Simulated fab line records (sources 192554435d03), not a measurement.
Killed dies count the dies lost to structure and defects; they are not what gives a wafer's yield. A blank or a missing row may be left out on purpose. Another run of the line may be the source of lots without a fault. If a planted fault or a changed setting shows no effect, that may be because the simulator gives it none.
Which tool did it? || flow n5 finfet || Sampling: 11 lots, 33 wafers, 5 of 1938 route steps

WHAT THE GAUGES SHOWED, per wafer
The record lacks any reading of a measuring or inspecting step that a usual standard deviation could be used to judge.

WHICH TOOL RAN EACH LOT (tool, then ch and the chambers of the sampled wafers, then the start)
{"lot": "L291", "N5_BEOL_M6_CVD_78": "cvd co-01 ch 0,2, day 10 00:42", "N5_MIM_TOP_ALD_01": "ald hk-03 ch 0,1,2, day 13 00:32 or earlier", "N5_MIM_BOT_ETCH_ETCH_03": "rie metal-01 ch 0, day 13 00:32", "N5_PASSIVATION_ETCH_15": "rie diel-01 ch 1,2,3, no start", "N5_PASSIVATION_PROBE_49": "-"}
{"lot": "L295", "N5_BEOL_M6_CVD_78": "cvd co-02 ch 0,2, day 11 01:37", "N5_MIM_TOP_ALD_01": "ald hk-01 ch 0,1, day 14 07:06 or earlier", "N5_MIM_BOT_ETCH_ETCH_03": "rie metal-02 ch 0,1, day 14 07:06", "N5_PASSIVATION_ETCH_15": "rie diel-06 ch 0,2,3, no start", "N5_PASSIVATION_PROBE_49": "-"}
{"lot": "L293", "N5_BEOL_M6_CVD_78": "cvd co-01 ch 0,1,2, day 11 02:34", "N5_MIM_TOP_ALD_01": "ald hk-01 ch 0,1,3, day 14 12:35 or earlier", "N5_MIM_BOT_ETCH_ETCH_03": "rie metal-03 ch 0,1, day 14 12:35", "N5_PASSIVATION_ETCH_15": "rie diel-06 ch 1,3, no start", "N5_PASSIVATION_PROBE_49": "-"}
{"lot": "L297", "N5_BEOL_M6_CVD_78": "cvd co-01 ch 0,1, day 11 10:43", "N5_MIM_TOP_ALD_01": "ald hk-02 ch 1,2,3, day 14 19:19 or earlier", "N5_MIM_BOT_ETCH_ETCH_03": "rie metal-01 ch 0,1, day 14 19:19", "N5_PASSIVATION_ETCH_15": "rie diel-06 ch 0,3, no start", "N5_PASSIVATION_PROBE_49": "-"}
{"lot": "L298", "N5_BEOL_M6_CVD_78": "cvd co-01 ch 0,1, day 11 14:15", "N5_MIM_TOP_ALD_01": "ald hk-01 ch 0,1, day 15 05:35 or earlier", "N5_MIM_BOT_ETCH_ETCH_03": "rie metal-03 ch 0,1, day 15 05:35", "N5_PASSIVATION_ETCH_15": "rie diel-01 ch 0,2, no start", "N5_PASSIVATION_PROBE_49": "-"}
{"lot": "L299", "N5_BEOL_M6_CVD_78": "cvd co-01 ch 0,1,2, day 12 00:11", "N5_MIM_TOP_ALD_01": "ald hk-01 ch 0,2,3, day 15 11:35 or earlier", "N5_MIM_BOT_ETCH_ETCH_03": "rie metal-02 ch 0,1, day 15 11:35", "N5_PASSIVATION_ETCH_15": "rie diel-06 ch 0,1, no start", "N5_PASSIVATION_PROBE_49": "-"}
{"lot": "L300", "N5_BEOL_M6_CVD_78": "cvd co-01 ch 0,1,2, day 12 06:24", "N5_MIM_TOP_ALD_01": "ald hk-02 ch 0,1,3, day 15 14:03 or earlier", "N5_MIM_BOT_ETCH_ETCH_03": "rie metal-01 ch 0,1, day 15 14:03", "N5_PASSIVATION_ETCH_15": "rie diel-04 ch 0,3, day 16 01:55 or earlier", "N5_PASSIVATION_PROBE_49": "prober-02, day 16 01:55"}
{"lot": "L301", "N5_BEOL_M6_CVD_78": "cvd co-01 ch 0,2, day 12 15:08", "N5_MIM_TOP_ALD_01": "ald hk-02 ch 0,1, day 15 23:29 or earlier", "N5_MIM_BOT_ETCH_ETCH_03": "rie metal-03 ch 0,1, day 15 23:29", "N5_PASSIVATION_ETCH_15": "rie diel-01 ch 0,2, day 16 09:25 or earlier", "N5_PASSIVATION_PROBE_49": "prober-01, day 16 09:25"}
{"lot": "L309", "N5_BEOL_M6_CVD_78": "cvd co-02 ch 0,1,2, day 14 13:02", "N5_MIM_TOP_ALD_01": "ald hk-03 ch 0,1,3, day 17 23:23 or earlier", "N5_MIM_BOT_ETCH_ETCH_03": "rie metal-02 ch 0,1, day 17 23:23", "N5_PASSIVATION_ETCH_15": "rie diel-04 ch 0,3, no start", "N5_PASSIVATION_PROBE_49": "-"}
{"lot": "L313", "N5_BEOL_M6_CVD_78": "cvd co-01 ch 1,2, day 15 11:35", "N5_MIM_TOP_ALD_01": "ald hk-02 ch 0,1,3, day 19 10:51 or earlier", "N5_MIM_BOT_ETCH_ETCH_03": "rie metal-03 ch 0,1, day 19 10:51", "N5_PASSIVATION_ETCH_15": "rie diel-06 ch 1,3, no start", "N5_PASSIVATION_PROBE_49": "-"}
{"lot": "L314", "N5_BEOL_M6_CVD_78": "cvd co-01 ch 0,1,2, day 16 04:14", "N5_MIM_TOP_ALD_01": "ald hk-03 ch 0,1,2, day 19 03:28 or earlier", "N5_MIM_BOT_ETCH_ETCH_03": "rie metal-03 ch 1, day 19 03:28", "N5_PASSIVATION_ETCH_15": "rie diel-04 ch 0,1,3, no start", "N5_PASSIVATION_PROBE_49": "-"}
- N5_BEOL_M6_CVD_78: deposits Co from CCTBA/H2, target thk 2 nm, time 142.3 s.
- N5_MIM_TOP_ALD_01: deposits HfO2, target thk 5.6 nm, pulse time 1 s, purge time 3 s.
- N5_MIM_BOT_ETCH_ETCH_03: etches the open film in Cl2/BCl3, target depth 12 nm.
- N5_PASSIVATION_ETCH_15: etches SiCN in CF4/N2, target depth 75 nm, time 81.2 s.
- N5_PASSIVATION_PROBE_49

AS READ BY THE TOOLS THEMSELVES (means over the sampled wafers that have a number; for cases with no such wafer, the mark the record gives instead)
N5_MIM_TOP_ALD_01. Usual: precursor pulse height rel 0.996, standard deviation 0.02.
{"lot": "L291", "tool": "ald hk-03", "precursor pulse height rel": 1.001, "flag": ""}
{"lot": "L295", "tool": "ald hk-01", "precursor pulse height rel": 0.992, "flag": ""}
{"lot": "L293", "tool": "ald hk-01", "precursor pulse height rel": 0.983, "flag": ""}
{"lot": "L297", "tool": "ald hk-02", "precursor pulse height rel": 0.999, "flag": ""}
{"lot": "L298", "tool": "ald hk-01", "precursor pulse height rel": 1.004, "flag": ""}
{"lot": "L299", "tool": "ald hk-01", "precursor pulse height rel": 0.984, "flag": ""}
{"lot": "L300", "tool": "ald hk-02", "precursor pulse height rel": 1.002, "flag": ""}
{"lot": "L301", "tool": "ald hk-02", "precursor pulse height rel": 0.984, "flag": ""}
{"lot": "L309", "tool": "ald hk-03", "precursor pulse height rel": 0.986, "flag": ""}
{"lot": "L313", "tool": "ald hk-02", "precursor pulse height rel": 1.008, "flag": ""}
{"lot": "L314", "tool": "ald hk-03", "precursor pulse height rel": 0.987, "flag": ""}

N5_MIM_BOT_ETCH_ETCH_03. Usual: drypump motor current A 5.4 A, standard deviation 0.33; he backside leak sccm 3.43 sccm, standard deviation 0.25; oes product au 0.82 a.u., standard deviation 0.11; throttle valve pct 27.53 %, standard deviation 0.23.
{"lot": "L291", "tool": "rie metal-01", "drypump motor current A (A)": 5.1, "he backside leak sccm (sccm)": 3.86, "oes product au (a.u.)": 0.66, "throttle valve pct (%)": 27.87, "flag": ""}
{"lot": "L295", "tool": "rie metal-02", "drypump motor current A (A)": 5.5, "he backside leak sccm (sccm)": 3.51, "oes product au (a.u.)": 0.97, "throttle valve pct (%)": 27.35, "flag": ""}
{"lot": "L293", "tool": "rie metal-03", "drypump motor current A (A)": 5.2, "he backside leak sccm (sccm)": 3.32, "oes product au (a.u.)": 0.86, "throttle valve pct (%)": 27.39, "flag": ""}
{"lot": "L297", "tool": "rie metal-01", "drypump motor current A (A)": 5.8, "he backside leak sccm (sccm)": 3.63, "oes product au (a.u.)": 0.66, "throttle valve pct (%)": 27.74, "flag": ""}
{"lot": "L298", "tool": "rie metal-03", "drypump motor current A (A)": 5.2, "he backside leak sccm (sccm)": 3.22, "oes product au (a.u.)": 0.84, "throttle valve pct (%)": 27.39, "flag": ""}
{"lot": "L299", "tool": "rie metal-02", "drypump motor current A (A)": 5.6, "he backside leak sccm (sccm)": 3.53, "oes product au (a.u.)": 0.90, "throttle valve pct (%)": 27.39, "flag": ""}
{"lot": "L300", "tool": "rie metal-01", "drypump motor current A (A)": 5.8, "he backside leak sccm (sccm)": 3.44, "oes product au (a.u.)": 0.65, "throttle valve pct (%)": 27.76, "flag": ""}
{"lot": "L301", "tool": "rie metal-03", "drypump motor current A (A)": 5.3, "he backside leak sccm (sccm)": 3.36, "oes product au (a.u.)": 0.85, "throttle valve pct (%)": 27.53, "flag": ""}
{"lot": "L309", "tool": "rie metal-02", "drypump motor current A (A)": 5.6, "he backside leak sccm (sccm)": 3.56, "oes product au (a.u.)": 0.89, "throttle valve pct (%)": 27.40, "flag": ""}
{"lot": "L313", "tool": "rie metal-03", "drypump motor current A (A)": 5.3, "he backside leak sccm (sccm)": 3.34, "oes product au (a.u.)": 0.83, "throttle valve pct (%)": 27.56, "flag": ""}
{"lot": "L314", "tool": "rie metal-03", "drypump motor current A (A)": 5.2, "he backside leak sccm (sccm)": 3.17, "oes product au (a.u.)": 0.79, "throttle valve pct (%)": 27.26, "flag": ""}

N5_PASSIVATION_ETCH_15. Usual: drypump motor current A 5.7 A, standard deviation 0.64; mfc ar sccm 100.0 sccm, standard deviation 0.32; n2 flow sccm 60.00 sccm, standard deviation 0.2; oes product au 0.79 a.u., standard deviation 0.071; rf vpp V 382.2 V, standard deviation 1.9; showerhead plenum p Torr 2.20 Torr, standard deviation 0.069; throttle valve pct 15.42 %, standard deviation 0.19.
{"lot": "L291", "tool": "rie diel-01", "drypump motor current A (A)": 5.7, "mfc ar sccm (sccm)": 100.0, "n2 flow sccm (sccm)": 59.87, "oes product au (a.u.)": 0.79, "rf vpp V (V)": 381.4, "showerhead plenum p Torr (Torr)": 2.16, "throttle valve pct (%)": 15.33, "flag": ""}
{"lot": "L295", "tool": "rie diel-06", "drypump motor current A (A)": 6.0, "mfc ar sccm (sccm)": 100.1, "n2 flow sccm (sccm)": 60.00, "oes product au (a.u.)": 0.79, "rf vpp V (V)": 381.7, "showerhead plenum p Torr (Torr)": 2.19, "throttle valve pct (%)": 15.53, "flag": ""}
{"lot": "L293", "tool": "rie diel-06", "drypump motor current A (A)": 5.0, "mfc ar sccm (sccm)": 100.2, "n2 flow sccm (sccm)": 60.02, "oes product au (a.u.)": 0.69, "rf vpp V (V)": 380.5, "showerhead plenum p Torr (Torr)": 2.14, "throttle valve pct (%)": 15.69, "flag": ""}
{"lot": "L297", "tool": "rie diel-06", "drypump motor current A (A)": 5.5, "mfc ar sccm (sccm)": 99.7, "n2 flow sccm (sccm)": 60.12, "oes product au (a.u.)": 0.73, "rf vpp V (V)": 380.3, "showerhead plenum p Torr (Torr)": 2.13, "throttle valve pct (%)": 15.67, "flag": ""}
{"lot": "L298", "tool": "rie diel-01", "drypump motor current A (A)": 5.2, "mfc ar sccm (sccm)": 100.3, "n2 flow sccm (sccm)": 59.90, "oes product au (a.u.)": 0.76, "rf vpp V (V)": 381.6, "showerhead plenum p Torr (Torr)": 2.18, "throttle valve pct (%)": 15.45, "flag": ""}
{"lot": "L299", "tool": "rie diel-06", "drypump motor current A (A)": 5.8, "mfc ar sccm (sccm)": 100.1, "n2 flow sccm (sccm)": 59.88, "oes product au (a.u.)": 0.79, "rf vpp V (V)": 383.1, "showerhead plenum p Torr (Torr)": 2.22, "throttle valve pct (%)": 15.38, "flag": ""}
{"lot": "L300", "tool": "rie diel-04", "drypump motor current A (A)": 5.5, "mfc ar sccm (sccm)": 100.2, "n2 flow sccm (sccm)": 60.02, "oes product au (a.u.)": 0.86, "rf vpp V (V)": 384.8, "showerhead plenum p Torr (Torr)": 2.30, "throttle valve pct (%)": 15.29, "flag": ""}
{"lot": "L301", "tool": "rie diel-01", "drypump motor current A (A)": 5.1, "mfc ar sccm (sccm)": 99.9, "n2 flow sccm (sccm)": 59.95, "oes product au (a.u.)": 0.73, "rf vpp V (V)": 380.8, "showerhead plenum p Torr (Torr)": 2.15, "throttle valve pct (%)": 15.52, "flag": ""}
{"lot": "L309", "tool": "rie diel-04", "drypump motor current A (A)": 5.5, "mfc ar sccm (sccm)": 99.9, "n2 flow sccm (sccm)": 59.91, "oes product au (a.u.)": 0.83, "rf vpp V (V)": 383.6, "showerhead plenum p Torr (Torr)": 2.29, "throttle valve pct (%)": 15.30, "flag": ""}
{"lot": "L313", "tool": "rie diel-06", "drypump motor current A (A)": 5.1, "mfc ar sccm (sccm)": 100.5, "n2 flow sccm (sccm)": 60.15, "oes product au (a.u.)": 0.90, "rf vpp V (V)": 384.1, "showerhead plenum p Torr (Torr)": 2.28, "throttle valve pct (%)": 15.34, "flag": ""}
{"lot": "L314", "tool": "rie diel-04", "drypump motor current A (A)": 5.7, "mfc ar sccm (sccm)": 99.8, "n2 flow sccm (sccm)": 60.17, "oes product au (a.u.)": 0.78, "rf vpp V (V)": 384.1, "showerhead plenum p Torr (Torr)": 2.27, "throttle valve pct (%)": 15.45, "flag": ""}

N5_PASSIVATION_PROBE_49. Usual: defect limited yield 91.5 %, standard deviation 1.3; killed_at_M0_to_M3 33, standard deviation 10; killed_at_M4_up 13, standard deviation 4; killed at contacts 12, standard deviation 6.3; killed at front end 39, standard deviation 11; killed at other 3.4, standard deviation 2.6; killed dies 100, standard deviation 15; killed on rim 13, standard deviation 4; killed open 65, standard deviation 11; killed short 34, standard deviation 7.8; sort_bin_5_function 5.0 %, standard deviation 0.89; sort_bin_6_memory 3.2 %, standard deviation 0.58; sort n pass 1080, standard deviation 15; sort yield pct 91.5 %, standard deviation 1.3.
{"lot": "L300", "tool": "prober-02", "defect limited yield (%)": 87.8, "killed_at_M0_to_M3": 30, "killed_at_M4_up": 37, "killed at contacts": 13, "killed at front end": 59, "killed at other": 4.7, "killed dies": 144, "killed on rim": 27, "killed open": 70, "killed short": 47, "sort_bin_5_function (%)": 7.0, "sort_bin_6_memory (%)": 3.9, "sort n pass": 1036, "sort yield pct (%)": 87.8, "flag": "OFF"}
{"lot": "L301", "tool": "prober-01", "defect limited yield (%)": 88.9, "killed_at_M0_to_M3": 42, "killed_at_M4_up": 38, "killed at contacts": 17, "killed at front end": 29, "killed at other": 5.3, "killed dies": 131, "killed on rim": 20, "killed open": 66, "killed short": 37, "sort_bin_5_function (%)": 6.3, "sort_bin_6_memory (%)": 3.8, "sort n pass": 1049, "sort yield pct (%)": 88.9, "flag": "OFF"}

THE ANSWER, worked out from the rows above alone
Rule: a lot is off if the mean of its wafers that have a number lies more than 3 standard deviations from the usual mean. Also off: a lot with no number at a reading for which 4 or more lots have one. All remaining lots with rows at the step are treated as sound. First the gauges in route order, then the tools' own readings, where a lot's mean is used as printed above. At the first step where some lot is off, the reading lying furthest off is the one used; lots without a number count as furthest.
Off, at N5_PASSIVATION_PROBE_49 on killed_at_M4_up: L300, L301. Neither off nor sound, because the step has no rows for them: L291, L295, L293, L297, L298, L299, L309, L313, L314.
A tool fits if, at that step or a process step before it, it ran every lot that is off, and no sound lot after the first of them. Because N5_MIM_TOP_ALD_01 lacks a start for some lots, the hours and order of its lots are taken from N5_MIM_BOT_ETCH_ETCH_03. Because N5_PASSIVATION_ETCH_15 lacks a start for some lots, the hours and order of its lots are taken from N5_PASSIVATION_PROBE_49. This does not decide it: 2 tools fit, namely cvd co-01 at N5_BEOL_M6_CVD_78 and ald hk-02 at N5_MIM_TOP_ALD_01.

WHAT THE SIMULATOR HAD PUT IN
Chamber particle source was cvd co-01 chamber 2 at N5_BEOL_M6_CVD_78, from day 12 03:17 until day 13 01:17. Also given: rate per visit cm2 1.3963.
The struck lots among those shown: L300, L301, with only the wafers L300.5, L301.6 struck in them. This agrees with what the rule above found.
